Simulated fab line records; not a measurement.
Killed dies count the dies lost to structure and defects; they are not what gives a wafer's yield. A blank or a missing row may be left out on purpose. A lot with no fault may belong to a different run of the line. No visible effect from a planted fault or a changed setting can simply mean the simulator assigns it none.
Matching of chambers | flow n5 finfet | N5_ZERO_LAYER_PECVD_02 on pecvd-03 has 3 sister chambers
The step deposits SiO2 from SiH4/N2O, target thk 10 nm, time 6 s. 6 wafers are shown with their chamber, then 8 later ones without.

## WAFERS PAIRED WITH THEIR CHAMBERS
wafer  | chamber | showerhead plenum p Torr (Torr) | showerhead vpp V (V)
L083.3 | 2       | 8.09                            | 1049
L083.4 | 0       | 8.16                            | 1078
L085.1 | 2       | 8.08                            | 1042
L085.2 | 0       | 8.14                            | 1064
L085.6 | 1       | 7.88                            | 1047
L087.2 | 1       | 7.88                            | 1043

## WAFERS WITHOUT THEIR CHAMBER
wafer  | showerhead plenum p Torr (Torr) | showerhead vpp V (V)
L087.4 | 8.07                            | 1068
L087.6 | 7.88                            | 1046
L090.3 | 8.09                            | 1055
L090.5 | 7.87                            | 1045
L090.6 | 8.14                            | 1075
L093.1 | 7.88                            | 1019
L093.4 | 8.08                            | 1059
L093.5 | 7.88                            | 1053

## WHICH CHAMBER EACH WENT THROUGH
wafer  | from the rows above | in truth
L087.4 | 2                   | 2
L087.6 | 1                   | 1
L090.3 | 2                   | 2
L090.5 | 1                   | 1
L090.6 | 0                   | 0
L093.1 | 1                   | 1
L093.4 | 2                   | 2
L093.5 | 1                   | 1
Placed correctly: 8 of 8. Left unplaced by these rows: 0. Number placed wrongly: 0.
How it was worked out, from the rows above alone: a wafer's distance from a chamber is the root of the sum, over the readings, of the square of ((its reading less the chamber's mean) divided by the reading's scatter). The wafer belongs to the nearest chamber; if the next one is less than 2 further off, it can't be placed. For every chamber, the mean is computed from those of its wafers that are shown. The scatter: the root of (the sum of the squares of (reading less its chamber's mean) over the shown wafers, divided by (wafers less chambers)).
